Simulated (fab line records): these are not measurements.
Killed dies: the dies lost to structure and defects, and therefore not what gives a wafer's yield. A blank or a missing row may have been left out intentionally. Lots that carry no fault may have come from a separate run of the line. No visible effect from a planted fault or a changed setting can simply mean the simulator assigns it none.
Which tool did it? -- flow nand harc -- 15 lots with 45 wafers sampled at 6 steps, on a route of 1302 steps

## WHAT THE GAUGES READ, wafer by wafer
NHARC_P_CONTACT_INSPECT_27. Usual: raw defect count 298, standard deviation 120.
lot,measured,on,raw defect count,flag
L804,day 6 05:28,defect inspect-02,271 358 495,
L807,day 7 06:53,defect inspect-02,437 218 357,
L808,day 7 13:38,defect inspect-02,257 261 446,
L809,day 8 02:17,defect inspect-01,564 190 370,
L810,day 8 11:26,defect inspect-01,151 194 146,
L812,day 9 04:57,defect inspect-01,216 577 269,
L813,day 10 05:31,defect inspect-01,289 352 529,
L814,day 10 07:55,defect inspect-01,201 193 161,
L815,day 10 14:29,defect inspect-01,254 455 287,
L816,day 11 05:05,defect inspect-02,374 215 210,
L817,day 11 05:28,defect inspect-01,164 177 278,
L818,day 12 04:38,defect inspect-02,152 185 143,
L819,day 12 06:32,defect inspect-02,408 367 229,
L826,day 15 03:07,defect inspect-01,221 411 385,
L827,day 15 13:17,defect inspect-01,275 443 320,

NHARC_P_M0_THK_MEAS_24: measures by xrf. Usual: thk nm 117.0 nm, standard deviation 1.4.
lot,measured,on,thk nm (nm),flag
L804,day 6 08:54,film metro-02,118.1 118.2 115.3,
L807,day 7 10:23,film metro-02,115.4 117.1 115.2,
L808,day 7 16:55,film metro-02,117.8 120.5 119.2,
L809,day 8 05:33,film metro-02,114.9 115.5 113.2,
L810,day 8 14:52,film metro-02,118.2 115.6 116.6,
L812,day 9 08:29,film metro-02,114.1 118.0 117.8,
L813,day 10 08:56,film metro-01,115.4 116.2 116.4,
L814,day 10 11:20,film metro-02,116.5 119.0 116.8,
L815,day 10 18:09,film metro-01,117.3 116.9 118.6,
L816,day 11 08:20,film metro-01,31.0 30.6 31.2,OFF
L817,day 11 08:52,film metro-01,30.4 30.9 30.3,OFF
L818,day 12 08:13,film metro-02,29.5 30.0 29.5,OFF
L819,day 12 09:58,film metro-02,118.5 116.7 116.3,
L826,day 15 06:38,film metro-02,116.0 117.4 118.0,
L827,day 15 17:14,film metro-01,116.1 117.6 116.7,

## WHICH TOOL RAN EACH LOT (tool, then ch and the chambers of the sampled wafers, then the start)
lot,NHARC_P_CONTACT_CMP_24,NHARC_P_M0_ETCH_15,NHARC_P_M0_ECD_22,NHARC_P_M0_CMP_23
L804,"cmp-01 ch 0,1,3, day 6 05:04","rie diel-01 ch 0,1,3, day 6 07:50 or earlier","ecd cu-02 ch 0,1, day 6 07:50","cmp-04 ch 0,1,3, day 6 08:35"
L807,"cmp-02 ch 0,2,3, day 7 06:29","rie diel-04 ch 0,2,3, day 7 09:20 or earlier","ecd cu-02 ch 0,1, day 7 09:20","cmp-01 ch 0,1,3, day 7 10:04"
L808,"cmp-03 ch 0,3, day 7 13:13","rie diel-05 ch 0,1,3, day 7 15:53 or earlier","ecd cu-01 ch 1, day 7 15:53","cmp-03 ch 0,1,2, day 7 16:40"
L809,"cmp-02 ch 1,2, day 8 01:53","rie diel-04 ch 0,3, day 8 04:38 or earlier","ecd cu-02 ch 0,1, day 8 04:38","cmp-04 ch 0,2,3, day 8 05:18"
L810,"cmp-03 ch 0,2,3, day 8 11:02","rie diel-01 ch 0,1,2, day 8 13:50 or earlier","ecd cu-02 ch 0,1, day 8 13:50","cmp-03 ch 1,2,3, day 8 14:34"
L812,"cmp-03 ch 0,1,2, day 9 04:37","rie diel-01 ch 2,3, day 9 07:27 or earlier","ecd cu-02 ch 0,1, day 9 07:27","cmp-04 ch 0,1, day 9 08:10"
L813,"cmp-01 ch 0,2,3, day 10 05:08","rie diel-05 ch 2,3, day 10 07:57 or earlier","ecd cu-02 ch 0,1, day 10 07:57","cmp-04 ch 0,3, day 10 08:37"
L814,"cmp-01 ch 1,3, day 10 07:33","rie diel-05 ch 1,2,3, day 10 10:20 or earlier","ecd cu-02 ch 0,1, day 10 10:20","cmp-03 ch 0,2,3, day 10 11:04"
L815,"cmp-01 ch 0,1,3, day 10 14:05","rie diel-04 ch 0,2,3, day 10 17:07 or earlier","ecd cu-01 ch 0,1, day 10 17:07","cmp-01 ch 0,1,2, day 10 17:50"
L816,"cmp-01 ch 1,2,3, day 11 04:40","rie diel-05 ch 1,3, day 11 07:22 or earlier","ecd cu-01 ch 0,1, day 11 07:22","cmp-04 ch 0,1,3, day 11 08:02"
L817,"cmp-02 ch 1,2,3, day 11 05:04","rie diel-04 ch 0,1,3, day 11 07:53 or earlier","ecd cu-01 ch 0,1, day 11 07:53","cmp-01 ch 0,1,3, day 11 08:34"
L818,"cmp-01 ch 0,2, day 12 04:13","rie diel-05 ch 1,2,3, day 12 07:10 or earlier","ecd cu-01 ch 1, day 12 07:10","cmp-03 ch 0,1,2, day 12 07:53"
L819,"cmp-02 ch 0,1,2, day 12 06:08","rie diel-01 ch 1,2,3, day 12 08:56 or earlier","ecd cu-01 ch 0,1, day 12 08:56","cmp-04 ch 1,2,3, day 12 09:41"
L826,"cmp-02 ch 0,2,3, day 15 02:44","rie diel-04 ch 0,1,2, day 15 05:42 or earlier","ecd cu-01 ch 0,1, day 15 05:42","cmp-03 ch 1,2, day 15 06:19"
L827,"cmp-03 ch 1,2, day 15 12:52","rie diel-05 ch 0,1,3, day 15 16:06 or earlier","ecd cu-02 ch 1, day 15 16:06","cmp-04 ch 0,2,3, day 15 16:55"
- NHARC_P_CONTACT_CMP_24: polishes, t overpolish 30 s, target thk 200 nm.
- NHARC_P_M0_ETCH_15: etches the open film in C4F8/Ar, target depth 150 nm, overetch 15 nm, time 82.5 s.
- NHARC_P_M0_ECD_22: material Cu, target thk 400 nm.
- NHARC_P_M0_CMP_23: polishes, t overpolish 20 s, target thk 117.54 nm.

## WHAT THE TOOLS THEMSELVES READ (means of the sampled wafers that have a number; where no wafer has one, the mark that the record gives instead)
NHARC_P_CONTACT_CMP_24. Usual: motor current A 12.0 A, standard deviation 0.77; overpolish run s 30.001 s, standard deviation 0.01; slurry filter dp kPa 13.49 kPa, standard deviation 0.14; slurry flow ml min 150.0, standard deviation 0.43; time to endpoint s 39.6 s, standard deviation 2.6.
lot,tool,motor current A (A),overpolish run s (s),slurry filter dp kPa (kPa),slurry flow ml min,time to endpoint s (s),flag
L804,cmp-01,11.8,29.994,13.54,149.1,37.9,
L807,cmp-02,12.0,30.008,13.48,150.1,40.5,
L808,cmp-03,12.0,29.999,13.39,149.6,41.2,
L809,cmp-02,12.0,29.995,13.51,150.4,37.6,
L810,cmp-03,11.6,30.006,13.53,149.6,39.1,
L812,cmp-03,11.6,29.996,13.37,150.3,38.9,
L813,cmp-01,11.6,29.997,13.46,150.2,41.3,
L814,cmp-01,11.7,29.996,13.61,150.4,41.6,
L815,cmp-01,12.2,29.993,13.42,149.7,40.6,
L816,cmp-01,11.7,30.002,13.44,149.7,40.8,
L817,cmp-02,12.2,29.996,13.63,150.2,38.5,
L818,cmp-01,12.3,30.001,13.46,150.0,40.6,
L819,cmp-02,11.9,30.009,13.42,150.0,41.6,
L826,cmp-02,12.4,30.000,13.54,150.0,34.7,
L827,cmp-03,12.3,29.996,13.58,150.4,37.3,

NHARC_P_M0_ETCH_15. Usual: bias w 299.9 W, standard deviation 0.85; oes product au 0.958 a.u., standard deviation 0.021; rf vpp V 439.2 V, standard deviation 2.9.
lot,tool,bias w (W),oes product au (a.u.),rf vpp V (V),flag
L804,rie diel-01,300.6,0.967,438.4,
L807,rie diel-04,300.3,0.930,439.2,
L808,rie diel-05,300.3,0.966,440.8,
L809,rie diel-04,300.4,0.920,437.8,
L810,rie diel-01,299.7,0.969,439.3,
L812,rie diel-01,300.7,0.932,436.3,
L813,rie diel-05,300.7,0.970,437.3,
L814,rie diel-05,299.9,0.982,438.8,
L815,rie diel-04,299.9,0.971,438.7,
L816,rie diel-05,300.0,0.971,441.9,
L817,rie diel-04,299.1,0.966,438.1,
L818,rie diel-05,299.6,0.976,438.9,
L819,rie diel-01,300.2,0.966,440.9,
L826,rie diel-04,300.1,0.923,439.1,
L827,rie diel-05,299.9,0.965,441.0,

NHARC_P_M0_ECD_22. Usual: bath heat duty pct 6.4 %, standard deviation 0.47; bath temp c 24.99 C, standard deviation 0.11.
lot,tool,bath heat duty pct (%),bath temp c (C),flag
L804,ecd cu-02,5.8,25.07,
L807,ecd cu-02,5.8,24.93,
L808,ecd cu-01,6.8,25.06,
L809,ecd cu-02,5.9,25.06,
L810,ecd cu-02,6.1,24.86,
L812,ecd cu-02,6.5,24.96,
L813,ecd cu-02,6.3,25.02,
L814,ecd cu-02,5.9,25.06,
L815,ecd cu-01,6.5,24.95,
L816,ecd cu-01,-,-,OFF
L817,ecd cu-01,-,-,OFF
L818,ecd cu-01,-,-,OFF
L819,ecd cu-01,6.9,25.01,
L826,ecd cu-01,6.6,24.94,
L827,ecd cu-02,6.0,25.11,

NHARC_P_M0_CMP_23. Usual: motor current A 11.7 A, standard deviation 1.1; slurry filter dp kPa 13.50 kPa, standard deviation 0.15; slurry flow ml min 150.0, standard deviation 0.51; time to endpoint s 27.8 s, standard deviation 2.6.
lot,tool,motor current A (A),slurry filter dp kPa (kPa),slurry flow ml min,time to endpoint s (s),flag
L804,cmp-04,11.7,13.43,150.2,30.7,
L807,cmp-01,12.2,13.57,149.7,28.3,
L808,cmp-03,11.4,13.43,150.0,29.8,
L809,cmp-04,12.1,13.46,150.2,27.8,
L810,cmp-03,12.3,13.40,150.7,29.7,
L812,cmp-04,13.0,13.55,149.9,28.1,
L813,cmp-04,12.7,13.47,150.3,26.8,
L814,cmp-03,11.5,13.42,150.3,28.0,
L815,cmp-01,11.9,13.48,150.3,30.0,
L816,cmp-04,12.0,13.50,150.0,0.0,OFF
L817,cmp-01,12.1,13.42,149.9,2.9,OFF
L818,cmp-03,11.6,13.41,149.7,4.9,OFF
L819,cmp-04,10.5,13.47,150.3,24.4,
L826,cmp-03,12.0,13.42,150.2,23.8,
L827,cmp-04,11.9,13.56,149.6,28.7,

## THE ANSWER, worked out from the rows above alone
Rule: lot off if the mean of its wafers having a number is beyond 3 standard deviations from the usual mean. Also off: a lot with no number at a reading for which 4 or more lots have one. Where the step has rows for the other lots, those lots are counted as sound. Order of review: gauges by route order, followed by the tools' own readings, for which a lot's mean as printed above is used. The first step at which some lot is off is used, and at that step the reading that is off furthest; a lot without a number counts as furthest.
Off at NHARC_P_M0_THK_MEAS_24 (thk nm): L816, L817, L818.
If a tool, at a process step before that reading, ran all the lots that are off and no sound lot after the first of them, it fits. The gauges at NHARC_P_M0_THK_MEAS_24 aren't tried: what is off there is off at NHARC_P_M0_ECD_22 too, on other tools, and a gauge's error can't cause that. NHARC_P_M0_ETCH_15: start missing for some lots; hours and lot order therefore follow NHARC_P_M0_ECD_22. None of those tried fits.

## WHAT THE SIMULATOR HAD PUT IN
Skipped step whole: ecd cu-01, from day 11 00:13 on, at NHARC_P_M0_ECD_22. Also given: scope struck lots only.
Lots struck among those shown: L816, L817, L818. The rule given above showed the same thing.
